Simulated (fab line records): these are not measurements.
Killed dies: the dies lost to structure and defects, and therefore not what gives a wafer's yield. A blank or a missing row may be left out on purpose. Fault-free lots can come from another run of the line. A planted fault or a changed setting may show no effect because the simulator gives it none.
The tool behind it: which one? || flow n5_finfet || 12 lots with 34 wafers sampled at 5 steps, on a route of 1938 steps

WHAT EACH GAUGE READ, for each wafer
The record holds no reading of a measuring or inspecting step that can be judged against a usual standard deviation.

WHAT TOOL EACH LOT RAN ON (gives the tool, then ch and the chambers of the sampled wafers, and finally the start)
{"lot": "L984", "N5_HKMG_FIN_ETCH_54": "rie_diel-05 ch 1,2,3, day 4 00:35", "N5_HKMG_FIN_ALD_91": "ald_metal-01 ch 0,1,2, day 4 04:49", "N5_HKMG_FIN_ALD_71": "ald_metal-03 ch 0,3, day 4 05:53", "N5_HKMG_FIN_W_FILL_22": "cvd_w-02 ch 0,1, day 4 07:34", "N5_PASSIVATION_PROBE_49": "prober-02, day 11 12:16"}
{"lot": "L985", "N5_HKMG_FIN_ETCH_54": "rie_diel-04 ch 2,3, day 4 07:46", "N5_HKMG_FIN_ALD_91": "ald_metal-02 ch 0,1,3, day 4 12:10", "N5_HKMG_FIN_ALD_71": "ald_metal-01 ch 0,2,3, day 4 13:14", "N5_HKMG_FIN_W_FILL_22": "cvd_w-01 ch 0,1, day 4 14:49", "N5_PASSIVATION_PROBE_49": "prober-02, day 12 02:31"}
{"lot": "L987", "N5_HKMG_FIN_ETCH_54": "rie_diel-03 ch 2,3, day 4 21:18", "N5_HKMG_FIN_ALD_91": "ald_metal-01 ch 0,2,3, day 5 02:12", "N5_HKMG_FIN_ALD_71": "ald_metal-01 ch 2,3, day 5 03:17", "N5_HKMG_FIN_W_FILL_22": "cvd_w-02 ch 0,1, day 5 05:10", "N5_PASSIVATION_PROBE_49": "prober-02, day 12 13:59"}
{"lot": "L988", "N5_HKMG_FIN_ETCH_54": "rie_diel-05 ch 0,2,3, day 5 00:05", "N5_HKMG_FIN_ALD_91": "ald_metal-03 ch 0,2, day 5 04:32", "N5_HKMG_FIN_ALD_71": "ald_metal-02 ch 0,2, day 5 05:47", "N5_HKMG_FIN_W_FILL_22": "cvd_w-02 ch 0, day 5 07:17", "N5_PASSIVATION_PROBE_49": "prober-01, day 13 06:13"}
{"lot": "L989", "N5_HKMG_FIN_ETCH_54": "rie_diel-04 ch 0,3, day 5 05:32", "N5_HKMG_FIN_ALD_91": "ald_metal-02 ch 1,2,3, day 5 09:59", "N5_HKMG_FIN_ALD_71": "ald_metal-01 ch 0,3, day 5 11:11", "N5_HKMG_FIN_W_FILL_22": "cvd_w-02 ch 0, day 5 12:52", "N5_PASSIVATION_PROBE_49": "prober-02, day 13 16:16"}
{"lot": "L991", "N5_HKMG_FIN_ETCH_54": "rie_diel-04 ch 0,1, day 5 19:17", "N5_HKMG_FIN_ALD_91": "ald_metal-01 ch 0,2, day 5 23:56", "N5_HKMG_FIN_ALD_71": "ald_metal-03 ch 1,3, day 6 01:04", "N5_HKMG_FIN_W_FILL_22": "cvd_w-01 ch 0,1, day 6 02:34", "N5_PASSIVATION_PROBE_49": "prober-01, day 13 18:44"}
{"lot": "L993", "N5_HKMG_FIN_ETCH_54": "rie_diel-05 ch 1,2, day 6 10:05", "N5_HKMG_FIN_ALD_91": "ald_metal-01 ch 0,2, day 6 14:23", "N5_HKMG_FIN_ALD_71": "ald_metal-01 ch 2,3, day 6 15:28", "N5_HKMG_FIN_W_FILL_22": "cvd_w-01 ch 0,1, day 6 17:00", "N5_PASSIVATION_PROBE_49": "prober-01, day 14 22:52"}
{"lot": "L995", "N5_HKMG_FIN_ETCH_54": "rie_diel-04 ch 0,1,2, day 6 17:32", "N5_HKMG_FIN_ALD_91": "ald_metal-01 ch 0,2,3, day 6 21:51", "N5_HKMG_FIN_ALD_71": "ald_metal-02 ch 2,3, day 6 22:55", "N5_HKMG_FIN_W_FILL_22": "cvd_w-02 ch 0,1, day 7 00:42", "N5_PASSIVATION_PROBE_49": "prober-01, day 15 06:43"}
{"lot": "L996", "N5_HKMG_FIN_ETCH_54": "rie_diel-03 ch 1,2,3, day 6 22:05", "N5_HKMG_FIN_ALD_91": "ald_metal-02 ch 0,2,3, day 7 02:36", "N5_HKMG_FIN_ALD_71": "ald_metal-03 ch 0,3, day 7 03:41", "N5_HKMG_FIN_W_FILL_22": "cvd_w-01 ch 0,1, day 7 05:16", "N5_PASSIVATION_PROBE_49": "prober-02, day 15 03:25"}
{"lot": "L101", "N5_HKMG_FIN_ETCH_54": "rie_diel-05 ch 0,3, day 8 06:37", "N5_HKMG_FIN_ALD_91": "ald_metal-01 ch 1,3, day 8 10:56", "N5_HKMG_FIN_ALD_71": "ald_metal-01 ch 2,3, day 8 12:00", "N5_HKMG_FIN_W_FILL_22": "cvd_w-02 ch 0,1, day 8 13:38", "N5_PASSIVATION_PROBE_49": "prober-01, day 16 23:17"}
{"lot": "L102", "N5_HKMG_FIN_ETCH_54": "rie_diel-05 ch 0,2, day 8 13:17", "N5_HKMG_FIN_ALD_91": "ald_metal-01 ch 1,3, day 8 17:35", "N5_HKMG_FIN_ALD_71": "ald_metal-03 ch 1,3, day 8 18:53", "N5_HKMG_FIN_W_FILL_22": "cvd_w-01 ch 0,1, day 8 20:30", "N5_PASSIVATION_PROBE_49": "prober-02, day 17 02:49"}
{"lot": "L106", "N5_HKMG_FIN_ETCH_54": "rie_diel-05 ch 1,3, day 9 18:59", "N5_HKMG_FIN_ALD_91": "ald_metal-02 ch 1,3, day 10 00:11", "N5_HKMG_FIN_ALD_71": "ald_metal-01 ch 2,3, day 10 01:15", "N5_HKMG_FIN_W_FILL_22": "cvd_w-01 ch 0,1, day 10 02:55", "N5_PASSIVATION_PROBE_49": "prober-01, day 18 06:13"}
- N5_HKMG_FIN_ETCH_54: etches SiARC in CF4, target depth 45.5 nm, time 75.8 s.
- N5_HKMG_FIN_ALD_91: deposits TiN, target thk 1 nm, pulse time 1 s, purge time 3 s.
- N5_HKMG_FIN_ALD_71: deposits TiN, target thk 1 nm, pulse time 1 s, purge time 3 s.
- N5_HKMG_FIN_W_FILL_22: material W, target thk 60 nm, time 18.2 s.
- N5_PASSIVATION_PROBE_49

WHAT THE TOOLS THEMSELVES READ (means of the sampled wafers that have a number; where no wafer has one, the mark that the record gives instead)
N5_HKMG_FIN_ETCH_54. Usual: drypump_motor_current_A 5.9 A, standard deviation 0.34; etch_rf_on_time_s 75.4 s, standard deviation 1.2; oes_product_au 0.66 a.u., standard deviation 0.064; rf_vpp_V 184.4 V, standard deviation 1; showerhead_plenum_p_Torr 2.17 Torr, standard deviation 0.059; throttle_valve_pct 15.66 %, standard deviation 0.27.
{"lot": "L984", "tool": "rie_diel-05", "drypump_motor_current_A (A)": 5.6, "etch_rf_on_time_s (s)": 74.7, "oes_product_au (a.u.)": 0.74, "rf_vpp_V (V)": 184.6, "showerhead_plenum_p_Torr (Torr)": 2.17, "throttle_valve_pct (%)": 15.48, "flag": ""}
{"lot": "L985", "tool": "rie_diel-04", "drypump_motor_current_A (A)": 6.1, "etch_rf_on_time_s (s)": 75.7, "oes_product_au (a.u.)": 0.67, "rf_vpp_V (V)": 184.0, "showerhead_plenum_p_Torr (Torr)": 2.14, "throttle_valve_pct (%)": 15.91, "flag": ""}
{"lot": "L987", "tool": "rie_diel-03", "drypump_motor_current_A (A)": 5.7, "etch_rf_on_time_s (s)": 74.3, "oes_product_au (a.u.)": 0.70, "rf_vpp_V (V)": 185.2, "showerhead_plenum_p_Torr (Torr)": 2.18, "throttle_valve_pct (%)": 15.68, "flag": ""}
{"lot": "L988", "tool": "rie_diel-05", "drypump_motor_current_A (A)": 5.6, "etch_rf_on_time_s (s)": 74.1, "oes_product_au (a.u.)": 0.77, "rf_vpp_V (V)": 184.4, "showerhead_plenum_p_Torr (Torr)": 2.19, "throttle_valve_pct (%)": 15.34, "flag": ""}
{"lot": "L989", "tool": "rie_diel-04", "drypump_motor_current_A (A)": 6.2, "etch_rf_on_time_s (s)": 75.2, "oes_product_au (a.u.)": 0.65, "rf_vpp_V (V)": 184.1, "showerhead_plenum_p_Torr (Torr)": 2.17, "throttle_valve_pct (%)": 15.81, "flag": ""}
{"lot": "L991", "tool": "rie_diel-04", "drypump_motor_current_A (A)": 6.4, "etch_rf_on_time_s (s)": 75.0, "oes_product_au (a.u.)": 0.61, "rf_vpp_V (V)": 184.3, "showerhead_plenum_p_Torr (Torr)": 2.21, "throttle_valve_pct (%)": 15.77, "flag": ""}
{"lot": "L993", "tool": "rie_diel-05", "drypump_motor_current_A (A)": 5.5, "etch_rf_on_time_s (s)": 75.5, "oes_product_au (a.u.)": 0.70, "rf_vpp_V (V)": 184.3, "showerhead_plenum_p_Torr (Torr)": 2.19, "throttle_valve_pct (%)": 15.52, "flag": ""}
{"lot": "L995", "tool": "rie_diel-04", "drypump_motor_current_A (A)": 6.3, "etch_rf_on_time_s (s)": 76.0, "oes_product_au (a.u.)": 0.62, "rf_vpp_V (V)": 184.0, "showerhead_plenum_p_Torr (Torr)": 2.18, "throttle_valve_pct (%)": 15.88, "flag": ""}
{"lot": "L996", "tool": "rie_diel-03", "drypump_motor_current_A (A)": 5.6, "etch_rf_on_time_s (s)": 76.0, "oes_product_au (a.u.)": 0.68, "rf_vpp_V (V)": 184.4, "showerhead_plenum_p_Torr (Torr)": 2.15, "throttle_valve_pct (%)": 15.44, "flag": ""}
{"lot": "L101", "tool": "rie_diel-05", "drypump_motor_current_A (A)": 5.7, "etch_rf_on_time_s (s)": 74.2, "oes_product_au (a.u.)": 0.73, "rf_vpp_V (V)": 185.1, "showerhead_plenum_p_Torr (Torr)": 2.18, "throttle_valve_pct (%)": 15.37, "flag": ""}
{"lot": "L102", "tool": "rie_diel-05", "drypump_motor_current_A (A)": 5.5, "etch_rf_on_time_s (s)": 75.0, "oes_product_au (a.u.)": 0.73, "rf_vpp_V (V)": 185.1, "showerhead_plenum_p_Torr (Torr)": 2.22, "throttle_valve_pct (%)": 15.38, "flag": ""}
{"lot": "L106", "tool": "rie_diel-05", "drypump_motor_current_A (A)": 5.6, "etch_rf_on_time_s (s)": 75.9, "oes_product_au (a.u.)": 0.63, "rf_vpp_V (V)": 184.8, "showerhead_plenum_p_Torr (Torr)": 2.17, "throttle_valve_pct (%)": 15.64, "flag": ""}

N5_HKMG_FIN_ALD_91. Usual: heater_power_w 879 W, standard deviation 41; precursor_pulse_height_rel 1.000, standard deviation 0.019.
{"lot": "L984", "tool": "ald_metal-01", "heater_power_w (W)": 901, "precursor_pulse_height_rel": 1.012, "flag": ""}
{"lot": "L985", "tool": "ald_metal-02", "heater_power_w (W)": 897, "precursor_pulse_height_rel": 1.018, "flag": ""}
{"lot": "L987", "tool": "ald_metal-01", "heater_power_w (W)": 882, "precursor_pulse_height_rel": 1.012, "flag": ""}
{"lot": "L988", "tool": "ald_metal-03", "heater_power_w (W)": 868, "precursor_pulse_height_rel": 1.002, "flag": ""}
{"lot": "L989", "tool": "ald_metal-02", "heater_power_w (W)": 868, "precursor_pulse_height_rel": 0.993, "flag": ""}
{"lot": "L991", "tool": "ald_metal-01", "heater_power_w (W)": 890, "precursor_pulse_height_rel": 0.974, "flag": ""}
{"lot": "L993", "tool": "ald_metal-01", "heater_power_w (W)": 893, "precursor_pulse_height_rel": 1.017, "flag": ""}
{"lot": "L995", "tool": "ald_metal-01", "heater_power_w (W)": 864, "precursor_pulse_height_rel": 0.997, "flag": ""}
{"lot": "L996", "tool": "ald_metal-02", "heater_power_w (W)": 886, "precursor_pulse_height_rel": 1.025, "flag": ""}
{"lot": "L101", "tool": "ald_metal-01", "heater_power_w (W)": 864, "precursor_pulse_height_rel": 1.018, "flag": ""}
{"lot": "L102", "tool": "ald_metal-01", "heater_power_w (W)": 854, "precursor_pulse_height_rel": 1.006, "flag": ""}
{"lot": "L106", "tool": "ald_metal-02", "heater_power_w (W)": 859, "precursor_pulse_height_rel": 0.989, "flag": ""}

N5_HKMG_FIN_ALD_71. Usual: heater_power_w 872 W, standard deviation 49; precursor_pulse_height_rel 0.997, standard deviation 0.019.
{"lot": "L984", "tool": "ald_metal-03", "heater_power_w (W)": 876, "precursor_pulse_height_rel": 0.980, "flag": ""}
{"lot": "L985", "tool": "ald_metal-01", "heater_power_w (W)": 879, "precursor_pulse_height_rel": 1.005, "flag": ""}
{"lot": "L987", "tool": "ald_metal-01", "heater_power_w (W)": 867, "precursor_pulse_height_rel": 0.977, "flag": ""}
{"lot": "L988", "tool": "ald_metal-02", "heater_power_w (W)": 951, "precursor_pulse_height_rel": 1.008, "flag": ""}
{"lot": "L989", "tool": "ald_metal-01", "heater_power_w (W)": 900, "precursor_pulse_height_rel": 1.009, "flag": ""}
{"lot": "L991", "tool": "ald_metal-03", "heater_power_w (W)": 885, "precursor_pulse_height_rel": 0.998, "flag": ""}
{"lot": "L993", "tool": "ald_metal-01", "heater_power_w (W)": 874, "precursor_pulse_height_rel": 0.993, "flag": ""}
{"lot": "L995", "tool": "ald_metal-02", "heater_power_w (W)": 862, "precursor_pulse_height_rel": 1.008, "flag": ""}
{"lot": "L996", "tool": "ald_metal-03", "heater_power_w (W)": 877, "precursor_pulse_height_rel": 1.024, "flag": ""}
{"lot": "L101", "tool": "ald_metal-01", "heater_power_w (W)": 856, "precursor_pulse_height_rel": 0.996, "flag": ""}
{"lot": "L102", "tool": "ald_metal-03", "heater_power_w (W)": 849, "precursor_pulse_height_rel": 0.990, "flag": ""}
{"lot": "L106", "tool": "ald_metal-01", "heater_power_w (W)": 862, "precursor_pulse_height_rel": 1.005, "flag": ""}

N5_HKMG_FIN_W_FILL_22. Usual: heater_power_w 841 W, standard deviation 44; throttle_valve_pct 19.0 %, standard deviation 0.59.
{"lot": "L984", "tool": "cvd_w-02", "heater_power_w (W)": 861, "throttle_valve_pct (%)": 18.6, "flag": ""}
{"lot": "L985", "tool": "cvd_w-01", "heater_power_w (W)": 834, "throttle_valve_pct (%)": 19.5, "flag": ""}
{"lot": "L987", "tool": "cvd_w-02", "heater_power_w (W)": 856, "throttle_valve_pct (%)": 18.7, "flag": ""}
{"lot": "L988", "tool": "cvd_w-02", "heater_power_w (W)": 848, "throttle_valve_pct (%)": 18.2, "flag": ""}
{"lot": "L989", "tool": "cvd_w-02", "heater_power_w (W)": 843, "throttle_valve_pct (%)": 18.2, "flag": ""}
{"lot": "L991", "tool": "cvd_w-01", "heater_power_w (W)": 834, "throttle_valve_pct (%)": 19.5, "flag": ""}
{"lot": "L993", "tool": "cvd_w-01", "heater_power_w (W)": 861, "throttle_valve_pct (%)": 19.5, "flag": ""}
{"lot": "L995", "tool": "cvd_w-02", "heater_power_w (W)": 861, "throttle_valve_pct (%)": 18.8, "flag": ""}
{"lot": "L996", "tool": "cvd_w-01", "heater_power_w (W)": 802, "throttle_valve_pct (%)": 19.2, "flag": ""}
{"lot": "L101", "tool": "cvd_w-02", "heater_power_w (W)": 860, "throttle_valve_pct (%)": 18.7, "flag": ""}
{"lot": "L102", "tool": "cvd_w-01", "heater_power_w (W)": 824, "throttle_valve_pct (%)": 19.4, "flag": ""}
{"lot": "L106", "tool": "cvd_w-01", "heater_power_w (W)": 856, "throttle_valve_pct (%)": 19.9, "flag": ""}

N5_PASSIVATION_PROBE_49. Usual: killed_at_M0_to_M3 35, standard deviation 11; killed_at_M4_up 14, standard deviation 5.4; killed_at_contacts 12, standard deviation 6.2; killed_at_front_end 38, standard deviation 11; killed_at_other 4.1, standard deviation 2.8; killed_dies 103, standard deviation 17; killed_on_rim 13, standard deviation 4; killed_open 66, standard deviation 13; killed_short 34, standard deviation 8.2.
{"lot": "L984", "tool": "prober-02", "killed_at_M0_to_M3": 25, "killed_at_M4_up": 12, "killed_at_contacts": 4, "killed_at_front_end": 31, "killed_at_other": 2.7, "killed_dies": 75, "killed_on_rim": 13, "killed_open": 43, "killed_short": 29, "flag": ""}
{"lot": "L985", "tool": "prober-02", "killed_at_M0_to_M3": 42, "killed_at_M4_up": 21, "killed_at_contacts": 13, "killed_at_front_end": 41, "killed_at_other": 2.7, "killed_dies": 120, "killed_on_rim": 17, "killed_open": 82, "killed_short": 34, "flag": ""}
{"lot": "L987", "tool": "prober-02", "killed_at_M0_to_M3": 35, "killed_at_M4_up": 17, "killed_at_contacts": 14, "killed_at_front_end": 35, "killed_at_other": 3.7, "killed_dies": 105, "killed_on_rim": 15, "killed_open": 72, "killed_short": 30, "flag": ""}
{"lot": "L988", "tool": "prober-01", "killed_at_M0_to_M3": 31, "killed_at_M4_up": 10, "killed_at_contacts": 8, "killed_at_front_end": 35, "killed_at_other": 5.0, "killed_dies": 89, "killed_on_rim": 12, "killed_open": 63, "killed_short": 22, "flag": ""}
{"lot": "L989", "tool": "prober-02", "killed_at_M0_to_M3": 38, "killed_at_M4_up": 15, "killed_at_contacts": 22, "killed_at_front_end": 38, "killed_at_other": 6.3, "killed_dies": 119, "killed_on_rim": 16, "killed_open": 70, "killed_short": 45, "flag": ""}
{"lot": "L991", "tool": "prober-01", "killed_at_M0_to_M3": 50, "killed_at_M4_up": 23, "killed_at_contacts": 19, "killed_at_front_end": 34, "killed_at_other": 5.7, "killed_dies": 132, "killed_on_rim": 20, "killed_open": 88, "killed_short": 40, "flag": ""}
{"lot": "L993", "tool": "prober-01", "killed_at_M0_to_M3": 24, "killed_at_M4_up": 14, "killed_at_contacts": 22, "killed_at_front_end": 44, "killed_at_other": 2.3, "killed_dies": 107, "killed_on_rim": 12, "killed_open": 70, "killed_short": 34, "flag": ""}
{"lot": "L995", "tool": "prober-01", "killed_at_M0_to_M3": 34, "killed_at_M4_up": 21, "killed_at_contacts": 9, "killed_at_front_end": 42, "killed_at_other": 3.7, "killed_dies": 110, "killed_on_rim": 14, "killed_open": 77, "killed_short": 31, "flag": ""}
{"lot": "L996", "tool": "prober-02", "killed_at_M0_to_M3": 49, "killed_at_M4_up": 19, "killed_at_contacts": 15, "killed_at_front_end": 32, "killed_at_other": 3.0, "killed_dies": 118, "killed_on_rim": 16, "killed_open": 68, "killed_short": 49, "flag": ""}
{"lot": "L101", "tool": "prober-01", "killed_at_M0_to_M3": 38, "killed_at_M4_up": 15, "killed_at_contacts": 4, "killed_at_front_end": 62, "killed_at_other": 3.0, "killed_dies": 122, "killed_on_rim": 14, "killed_open": 60, "killed_short": 27, "flag": ""}
{"lot": "L102", "tool": "prober-02", "killed_at_M0_to_M3": 40, "killed_at_M4_up": 10, "killed_at_contacts": 4, "killed_at_front_end": 40, "killed_at_other": 7.0, "killed_dies": 101, "killed_on_rim": 12, "killed_open": 66, "killed_short": 33, "flag": ""}
{"lot": "L106", "tool": "prober-01", "killed_at_M0_to_M3": 46, "killed_at_M4_up": 18, "killed_at_contacts": 6, "killed_at_front_end": 28, "killed_at_other": 4.0, "killed_dies": 103, "killed_on_rim": 10, "killed_open": 68, "killed_short": 33, "flag": ""}

THE ANSWER, worked out from the rows above alone
Rule: lot off if the mean of its wafers having a number is beyond 3 standard deviations from the usual mean. A lot without any number at a reading at which 4 lots or more have one is off too. All remaining lots with rows at the step are treated as sound. First the gauges in route order, then the tools' own readings, where a lot's mean is used as printed above. At the first step where some lot is off, the reading lying furthest off is the one used; lots without a number count as furthest.
None of the lots is off at any reading shown; this tells nothing.

WHAT WAS PUT IN BY THE SIMULATOR
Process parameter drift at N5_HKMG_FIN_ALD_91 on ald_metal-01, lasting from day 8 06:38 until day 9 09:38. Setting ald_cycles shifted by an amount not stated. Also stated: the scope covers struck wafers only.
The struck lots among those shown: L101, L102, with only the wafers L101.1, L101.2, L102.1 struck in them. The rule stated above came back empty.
